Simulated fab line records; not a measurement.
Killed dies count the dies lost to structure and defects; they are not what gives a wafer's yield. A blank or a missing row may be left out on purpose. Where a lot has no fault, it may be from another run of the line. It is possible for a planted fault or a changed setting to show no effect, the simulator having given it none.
Code-filled problem report in 8D (eight disciplines) form	flow n5Finfet	the parts of the form that need people (team, actions taken, sign-off) are left out

== 1. WHAT WENT WRONG ==
Mean of spinSpeedRpm at N5_BEOL_M0_SAQP_COAT_105: 1558.7 rpm across 6 wafers in 2 lots; on wafers with no fault it is 1499.9 rpm (standard deviation 1). That is +59 standard deviations from the usual mean.
The step: time 60 s, resist thk 100 nm.
Earliest sighting: wafer L399.1 on lithoTrack-01 at day 6 17:26. The record holds 17 wafers of 6 lots with a number at this step. Rule for "out", or "out of limits": more than 4 standard deviations from the usual mean. The other wafers with a number count as sound.

== 2. WHAT THIS IS AND IS NOT ==
question	is	is not
which readings at this step	spinSpeedRpm	-
which lots	L399, L402	L398, L412, L413, L416
which wafers of those lots	all that have a number	-
read on which tools	lithoTrack-01	lithoTrack-05
when	from day 6 17:26	up to then (3 sound wafers); but 8 sound wafers of L412, L413, L416 came after

== 3. WHAT RULES OUT EACH SUSPECT ==
Counting: a tool at any process step up to the reading remains a suspect when it ran all the lots that are out and ran no sound lot after the first of those.
- vaporEtch-02 at N5_BEOL_M0_SAQP_RECESS_114 (chemistry HF/NH3, target SiO2, target depth 14.4 nm, afs cycles 3, sublimation time 60 s): ruled out as a lasting fault. Following L399 (day 6 15:37), the first lot on it that is out, the sound lots L412, L416 were run on it.
- rieDiel-05 at N5_BEOL_M0_SAQP_ETCH_101 (etches SiNx in CH3F/O2, target depth 29.9 nm, time 42.7 s): ruled out as a lasting fault. Following L399 (day 6 16:50), the first lot on it that is out, the sound lots L413, L416 were run on it.
- lithoTrack-01 at N5_BEOL_M0_SAQP_COAT_105 (time 60 s, resist thk 100 nm): ruled out as a lasting fault. Following L399 (day 6 17:26), the first lot on it that is out, the sound lots L416 were run on it.
Left after counting: nothing in the record.

== 4. THE CAUSE (what the simulator had put in) ==
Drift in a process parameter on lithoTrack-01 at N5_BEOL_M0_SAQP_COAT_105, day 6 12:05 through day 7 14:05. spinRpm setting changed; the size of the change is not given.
Counting ruled it out, wrongly.

== 5. THE EFFECT CHAIN, in route order ==
Each row: a reading whose mean over the struck wafers that have a number lies more than 3 standard deviations from the usual. Only readings for which the record gives a usual standard deviation are gone through. hours: the time from each lot's start at the first step in this table that gives one to its start at this step, as a median over the lots. sigmas: the change in usual standard deviations.
hours	step	reading	usual	on struck wafers	change	sigmas
0	N5_BEOL_M0_SAQP_COAT_105	spinSpeedRpm	1499.9 rpm	1558.7	+58.8	+59
Process steps it contains:
- N5_BEOL_M0_SAQP_COAT_105: time 60 s, resist thk 100 nm.
Later measuring or inspecting steps at which every struck wafer that the step has a row for has a number for every such reading, and none has moved that far: N5_BEOL_M4_RC_MEAS_101.

== 6. HOW IT WOULD HAVE BEEN CAUGHT EARLIER ==
5 hours passed between the start of the fault at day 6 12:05 and the first reading out of limits in this record, taken at day 6 17:26.
